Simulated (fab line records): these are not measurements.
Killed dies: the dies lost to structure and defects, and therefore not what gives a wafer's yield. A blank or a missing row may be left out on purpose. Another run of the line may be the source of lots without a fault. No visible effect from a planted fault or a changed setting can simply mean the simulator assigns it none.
A lot that was struck, set against a sound lot -- flow n5_finfet -- 15 out of 1938 route steps
Sound: these wafers, L890.3, L890.5, L890.6. Wafers L879.3, L879.4, L879.5 were the ones struck. The cause is given at the end.
For every step that has rows: the tool of each side, followed by ch and its chambers, followed by its first start. Under that, the readings that differ: sound wafers -- struck wafers -- difference of the means -- sigmas: that difference in standard deviations of wafers without a fault.
alike: readings whose means differ by less than 2 such deviations, and words and numbers that are the same on both sides. not compared: withheld readings, readings that some wafer has no value for, bounds like >300 that may hide the same value, and numbers for which the record gives no deviation and whose values overlap.
The two part at a step that has a row with sigmas, a row that says differs or no value, or rows on one side only. Numbers that don't overlap but have no deviation are shown without sigmas and don't part them. Lack of a reading on every wafer of one side parts them only where that side has two or more wafers.

N5_BEOL_M3_PRE_CLEAN_60: time 15 s.
  sound on cvd_co-01 ch 0,1,2, day 11 23:04; struck on cvd_co-02 ch 0,1,2, day 9 03:56
  alike: heater_power_w, rf_fwd_power_W
then, 2 steps without rows for these wafers: N5_BEOL_M3_CO_CAP_55 (material Co, precursor CCTBA/H2, target thk 2 nm, time 102.1 s); N5_BEOL_M3_PRE_CLEAN_56 (time 15 s).
N5_BEOL_M3_DEP_57: deposits SiCN from 3MS/NH3, target thk 8 nm, time 14 s.
  sound on pecvd-01 ch 0,1, day 11 23:13; struck on pecvd-04 ch 0,2, day 9 04:05
  alike: rf_fwd_power_W, showerhead_plenum_p_Torr, throttle_valve_pct
N5_BEOL_M3_RS_MEAS_58: measurement is done with a four-point probe.
  sound on film_metro-02 at day 11 23:17; struck on film_metro-02 at day 9 04:10
  alike: M3_RS
N5_BEOL_M3_INSPECT_59: inspects for defects (darkfield).
  sound on defect_inspect-01 at day 11 23:19; struck on defect_inspect-01 at day 9 04:11
reading,sound,struck,difference,sigmas
raw_defect_count,42 40 42,52 133 113,+58,+3
N5_BEOL_M4_ILD_DEP_00: deposits SiOC from DEMS/O2, target thk 79 nm, time 15.3 s.
  sound on pecvd-02 ch 0,1,2, day 11 23:21; struck on pecvd-02 ch 1,2, day 9 04:13
  alike: heater_power_w, rf_fwd_power_W, showerhead_plenum_p_Torr, throttle_valve_pct
N5_BEOL_M4_THK_MEAS_01:
  sound on film_metro-01 at day 11 23:25; struck on film_metro-02 at day 9 04:17
  alike: M4_ILD_THK
N5_BEOL_M4_PECVD_72: deposits SiO2 from TEOS/O2, target thk 16 nm, time 18 s.
  sound on pecvd-01 ch 1,2, day 11 23:28; struck on pecvd-04 ch 0,2, day 9 04:20
  alike: heater_power_w, rf_fwd_power_W, showerhead_plenum_p_Torr, throttle_valve_pct
N5_BEOL_M4_HM_DEP_02: deposits TiN, target thk 20 nm.
  sound on pvd_sputter-03 at day 12 00:55; struck on pvd_sputter-01 at day 9 04:28
  alike: throttle_valve_pct
then, 2 steps without rows for these wafers: N5_BEOL_M4_COAT_61 (time 60 s, resist thk 60 nm); N5_BEOL_M4_COAT_62 (time 60 s, resist thk 12 nm).
N5_BEOL_M4_COAT_73: time 60 s, resist thk 5 nm.
  sound on litho_track-02 ch 0, day 12 01:02; struck on litho_track-05 ch 0, day 9 04:36
reading,sound,struck,difference,sigmas
heater_power_total_W (W),393.5 390.2 391.5,386.9 385.7 385.5,-5.7,-4
plate_temp_C (C),204.81 204.91 205.02,202.76 202.73 202.74,-2.17,-14
  alike: resist_line_temp_C
then, 1 step without rows for these wafers: N5_BEOL_M4_COAT_05 (resist thk 30 nm).
N5_BEOL_M4_RC_MEAS_101:
  sound on prober-02 ch 0, day 12 13:04; struck on prober-01 ch 0, day 9 12:47
reading,sound,struck,difference,sigmas
VT_N (mV),249 256 253,246 246 248,-6,-2
  alike: DIBL_N, DIBL_P, IOFF_N, IOFF_P, ION_N, ION_P, SS_N, SS_P, VT_P

WHERE THEY PART
Earliest at N5_BEOL_M3_INSPECT_59; latest, in this record, at N5_BEOL_M4_RC_MEAS_101.

WHY: the cause the simulator had injected
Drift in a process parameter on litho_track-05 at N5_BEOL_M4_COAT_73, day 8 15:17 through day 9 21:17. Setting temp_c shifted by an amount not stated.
